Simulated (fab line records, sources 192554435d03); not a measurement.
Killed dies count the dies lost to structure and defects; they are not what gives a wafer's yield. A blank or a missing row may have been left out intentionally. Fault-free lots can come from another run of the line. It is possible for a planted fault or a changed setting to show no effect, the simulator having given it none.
Which of the tools did it? | flow n5-finfet | 8 lots with 24 wafers sampled at 5 steps, on a route of 1938 steps

== WHAT EACH GAUGE READ, for each wafer ==
N5_BEOL_M4_RC_MEAS_101. Usual: DIBL_N 36.3 mV/V, standard deviation 1.8; DIBL_P 36.5 mV/V, standard deviation 2.1; IOFF_N 0.16 nA/um, standard deviation 0.031; IOFF_P 0.22 nA/um, standard deviation 0.038; ION_N 677 uA/um, standard deviation 12; ION_P 466 uA/um, standard deviation 7.8; SS_N 71.5 mV/dec, standard deviation 0.61; SS_P 73.2 mV/dec, standard deviation 0.7; VT_N 249 mV, standard deviation 3; VT_P -248.9 mV, standard deviation 3.
lot  | measured     | on        | DIBL_N (mV/V)  | DIBL_P (mV/V)  | IOFF_N (nA/um) | IOFF_P (nA/um) | ION_N (uA/um) | ION_P (uA/um) | SS_N (mV/dec)  | SS_P (mV/dec)  | VT_N (mV)   | VT_P (mV)            | flag
L813 | day 8 19:02  | prober-02 | 34.6 36.4 34.8 | 35.1 37.0 34.2 | 0.14 0.17 0.13 | 0.22 0.24 0.21 | 676 682 662   | 472 474 464   | 71.2 70.5 71.4 | 73.5 73.3 72.3 | 251 246 252 | -245.7 -246.0 -249.5 |
L816 | day 9 09:10  | prober-02 | 35.9 36.7 36.4 | 36.8 37.7 37.2 | 0.15 0.17 0.16 | 0.20 0.22 0.20 | 667 664 687   | 456 459 463   | 72.2 72.4 71.9 | 73.3 73.4 73.5 | 250 252 248 | -249.2 -251.5 -251.7 |
L818 | day 10 15:43 | prober-01 | 38.0 38.9 37.6 | 38.8 39.3 37.4 | 0.20 0.21 0.17 | 0.24 0.25 0.22 | 697 705 679   | 470 468 458   | 72.1 71.5 71.4 | 74.1 74.0 74.1 | 246 246 249 | -249.7 -250.0 -252.2 |
L819 | day 10 13:41 | prober-01 | 35.2 39.7 40.4 | 34.4 39.6 41.0 | 0.14 0.22 0.24 | 0.19 0.26 0.30 | 678 673 703   | 469 460 474   | 71.7 72.0 71.7 | 72.3 74.2 74.4 | 249 247 242 | -249.9 -245.4 -245.9 |
L831 | day 12 17:35 | prober-02 | 34.9 37.3 34.2 | 35.1 38.4 34.0 | 0.15 0.20 0.14 | 0.21 0.25 0.18 | 681 686 664   | 469 470 462   | 71.1 71.6 71.3 | 72.8 73.8 72.1 | 247 247 251 | -249.8 -248.2 -254.4 |
L834 | day 13 19:41 | prober-02 | 32.2 32.5 33.8 | 32.2 32.5 33.8 | 0.10 0.11 0.12 | 0.15 0.15 0.17 | 641 671 650   | 449 462 453   | 70.8 70.4 70.7 | 72.1 72.4 72.5 | 256 255 253 | -254.0 -252.8 -252.0 |
L835 | day 14 04:28 | prober-01 | 36.1 36.2 36.2 | 36.8 36.5 37.3 | 0.17 0.16 0.16 | 0.23 0.23 0.25 | 682 682 683   | 469 475 467   | 71.8 71.7 71.4 | 73.2 72.9 73.1 | 248 248 249 | -249.1 -246.7 -244.5 |
L836 | day 14 01:23 | prober-01 | 34.1 34.1 38.3 | 35.5 34.8 40.8 | 0.14 0.14 0.23 | 0.20 0.19 0.31 | 680 661 698   | 469 457 477   | 71.8 71.4 71.7 | 72.6 72.4 73.5 | 250 249 245 | -250.0 -249.1 -246.5 |

== WHAT TOOL EACH LOT RAN ON (gives the tool, then ch and the chambers of the sampled wafers, and finally the start) ==
lot  | N5_MOL_CONTACT_COAG_COAT_34       | N5_MOL_CONTACT_COAG_DESCUM_45      | N5_MOL_CONTACT_COAG_ETCH_66        | N5_MOL_CONTACT_COAG_ETCH_67
L813 | litho-track-03 ch 0, day 5 06:01  | rie-diel-01 ch 0,1,3, day 5 06:32  | rie-diel-01 ch 0,1,3, day 5 06:35  | rie-diel-05 ch 1,2,3, day 5 06:53
L816 | litho-track-03 ch 0, day 5 21:53  | rie-diel-02 ch 0,1, day 5 22:57    | rie-diel-02 ch 0,1, day 5 23:00    | rie-diel-05 ch 0,1,3, day 5 23:26
L818 | litho-track-03 ch 0, day 6 12:04  | rie-diel-02 ch 1,2,3, day 6 12:35  | rie-diel-02 ch 1,2,3, day 6 12:38  | rie-diel-01 ch 0,1,2, day 6 13:13
L819 | litho-track-03 ch 0, day 6 21:30  | rie-diel-02 ch 1,2,3, day 6 21:53  | rie-diel-02 ch 1,2,3, day 6 21:57  | rie-diel-02 ch 0,2,3, day 6 22:26
L831 | litho-track-03 ch 0, day 9 15:50  | rie-diel-05 ch 1,2,3, day 9 16:16  | rie-diel-05 ch 1,2,3, day 9 16:20  | rie-diel-01 ch 0,3, day 9 16:36
L834 | litho-track-02 ch 0, day 10 05:18 | rie-diel-02 ch 0,1,3, day 10 06:05 | rie-diel-02 ch 0,1,3, day 10 06:08 | rie-diel-01 ch 0,2, day 10 06:26
L835 | litho-track-01 ch 0, day 10 18:52 | rie-diel-01 ch 0,1,2, day 10 19:16 | rie-diel-01 ch 0,1,2, day 10 19:19 | rie-diel-01 ch 0,1,2, day 10 19:37
L836 | litho-track-02 ch 0, day 10 23:55 | rie-diel-01 ch 0,1,2, day 11 00:26 | rie-diel-01 ch 0,1,2, day 11 00:29 | rie-diel-02 ch 0,1,3, day 11 01:51
- N5_MOL_CONTACT_COAG_COAT_34: resist thk 40 nm.
- N5_MOL_CONTACT_COAG_DESCUM_45: chemistry O2, time 7 s.
- N5_MOL_CONTACT_COAG_ETCH_66: etches SiARC in CF4, target depth 13 nm, time 21.7 s.
- N5_MOL_CONTACT_COAG_ETCH_67: etches SOC in N2/H2, target depth 60 nm, overetch 21 nm, time 101.2 s.

== AS READ BY THE TOOLS THEMSELVES (means over the sampled wafers that have a number; for cases with no such wafer, the mark the record gives instead) ==
N5_MOL_CONTACT_COAG_COAT_34. Usual: spin-speed-rpm reads 1500.0 rpm (standard deviation 1.1).
lot  | tool           | spin-speed-rpm (rpm) | flag
L813 | litho-track-03 | 1499.7               |
L816 | litho-track-03 | 1500.8               |
L818 | litho-track-03 | 1572.0               | OFF
L819 | litho-track-03 | 1571.8               | OFF
L831 | litho-track-03 | 1498.0               |
L834 | litho-track-02 | 1500.1               |
L835 | litho-track-01 | 1500.9               |
L836 | litho-track-02 | 1500.5               |

N5_MOL_CONTACT_COAG_DESCUM_45. Usual: chamber-pressure-mTorr 19.996 mTorr, standard deviation 0.017; drypump-motor-current-A 6.0 A, standard deviation 0.5; oes-product-au 0.77 a.u., standard deviation 0.089; rf-vpp-V 243.5 V, standard deviation 1.5; showerhead-plenum-p-Torr 2.12 Torr, standard deviation 0.081; throttle-valve-pct 20.35 %, standard deviation 0.29.
lot  | tool        | chamber-pressure-mTorr (mTorr) | drypump-motor-current-A (A) | oes-product-au (a.u.) | rf-vpp-V (V) | showerhead-plenum-p-Torr (Torr) | throttle-valve-pct (%) | flag
L813 | rie-diel-01 | 20.007                         | 6.0                         | 0.84                  | 242.9        | 2.11                            | 20.27                  |
L816 | rie-diel-02 | 20.013                         | 6.3                         | 0.82                  | 245.5        | 2.18                            | 20.01                  |
L818 | rie-diel-02 | 19.990                         | 6.1                         | 0.92                  | 244.8        | 2.19                            | 20.27                  |
L819 | rie-diel-02 | 19.994                         | 6.1                         | 0.91                  | 244.7        | 2.19                            | 20.26                  |
L831 | rie-diel-05 | 19.982                         | 6.1                         | 0.71                  | 242.5        | 2.07                            | 20.39                  |
L834 | rie-diel-02 | 20.009                         | 6.2                         | 0.82                  | 244.8        | 2.20                            | 20.23                  |
L835 | rie-diel-01 | 20.016                         | 6.0                         | 0.74                  | 243.1        | 2.09                            | 20.52                  |
L836 | rie-diel-01 | 19.993                         | 6.0                         | 0.74                  | 242.1        | 2.09                            | 20.53                  |

N5_MOL_CONTACT_COAG_ETCH_66. Usual: cf4-flow-sccm 100.00 sccm, standard deviation 0.29; chamber-pressure-mTorr 40.00 mTorr, standard deviation 0.034; drypump-motor-current-A 6.0 A, standard deviation 0.51; etch-rf-on-time-s 21.6 s, standard deviation 0.56; oes-product-au 0.66 a.u., standard deviation 0.076; rf-vpp-V 184.3 V, standard deviation 1.3; showerhead-plenum-p-Torr 2.17 Torr, standard deviation 0.081; throttle-valve-pct 15.56 %, standard deviation 0.22.
lot  | tool        | cf4-flow-sccm (sccm) | chamber-pressure-mTorr (mTorr) | drypump-motor-current-A (A) | etch-rf-on-time-s (s) | oes-product-au (a.u.) | rf-vpp-V (V) | showerhead-plenum-p-Torr (Torr) | throttle-valve-pct (%) | flag
L813 | rie-diel-01 | 99.93                | 40.01                          | 6.0                         | 21.2                  | 0.72                  | 184.5        | 2.17                            | 15.49                  |
L816 | rie-diel-02 | 100.12               | 40.02                          | 6.3                         | 21.6                  | 0.70                  | 185.0        | 2.24                            | 15.32                  |
L818 | rie-diel-02 | 100.22               | 40.00                          | 6.0                         | 21.4                  | 0.78                  | 184.5        | 2.24                            | 15.44                  |
L819 | rie-diel-02 | 100.22               | 39.99                          | 6.1                         | 21.3                  | 0.78                  | 185.7        | 2.24                            | 15.43                  |
L831 | rie-diel-05 | 99.87                | 39.97                          | 6.1                         | 21.6                  | 0.60                  | 184.3        | 2.12                            | 15.60                  |
L834 | rie-diel-02 | 100.11               | 39.98                          | 6.3                         | 21.5                  | 0.70                  | 185.7        | 2.25                            | 15.47                  |
L835 | rie-diel-01 | 99.74                | 39.99                          | 5.9                         | 21.5                  | 0.64                  | 184.1        | 2.14                            | 15.67                  |
L836 | rie-diel-01 | 100.09               | 40.01                          | 6.0                         | 21.8                  | 0.63                  | 183.6        | 2.14                            | 15.68                  |

N5_MOL_CONTACT_COAG_ETCH_67. Usual: chamber-pressure-mTorr 29.996 mTorr, standard deviation 0.028; drypump-motor-current-A 5.9 A, standard deviation 0.64; oes-product-au 0.65 a.u., standard deviation 0.057; rf-vpp-V 524.5 V, standard deviation 2.8; showerhead-plenum-p-Torr 2.56 Torr, standard deviation 0.097; throttle-valve-pct 17.77 %, standard deviation 0.2.
lot  | tool        | chamber-pressure-mTorr (mTorr) | drypump-motor-current-A (A) | oes-product-au (a.u.) | rf-vpp-V (V) | showerhead-plenum-p-Torr (Torr) | throttle-valve-pct (%) | flag
L813 | rie-diel-05 | 29.996                         | 6.1                         | 0.61                  | 523.7        | 2.53                            | 17.77                  |
L816 | rie-diel-05 | 29.998                         | 6.1                         | 0.60                  | 522.6        | 2.52                            | 17.75                  |
L818 | rie-diel-01 | 30.042                         | 5.9                         | 0.65                  | 525.3        | 2.55                            | 17.83                  |
L819 | rie-diel-02 | 30.001                         | 5.9                         | 0.69                  | 526.6        | 2.64                            | 17.71                  |
L831 | rie-diel-01 | 29.999                         | 5.7                         | 0.67                  | 523.4        | 2.49                            | 17.60                  |
L834 | rie-diel-01 | 29.992                         | 6.2                         | 0.60                  | 522.2        | 2.49                            | 17.85                  |
L835 | rie-diel-01 | 30.002                         | 6.0                         | 0.62                  | 523.3        | 2.53                            | 17.90                  |
L836 | rie-diel-02 | 30.014                         | 6.3                         | 0.68                  | 527.7        | 2.66                            | 17.58                  |

== THE ANSWER, worked out from the rows above alone ==
Rule: a lot is off if the mean of its wafers that have a number lies more than 3 standard deviations from the usual mean. A lot without any number at a reading at which 4 lots or more have one is off too. All remaining lots with rows at the step are treated as sound. First the gauges in route order, then the tools' own readings, where a lot's mean is used as printed above. The first step at which some lot is off is used, and at that step the reading that is off furthest; a lot without a number counts as furthest.
Off: L818, L819 (N5_MOL_CONTACT_COAG_COAT_34, spin-speed-rpm).
If a tool, at that step or one of the process steps before it, ran each lot that is off and ran no sound lot following the first of them, it fits. Of those tried, none fits.

== WHAT THE SIMULATOR HAD PUT IN ==
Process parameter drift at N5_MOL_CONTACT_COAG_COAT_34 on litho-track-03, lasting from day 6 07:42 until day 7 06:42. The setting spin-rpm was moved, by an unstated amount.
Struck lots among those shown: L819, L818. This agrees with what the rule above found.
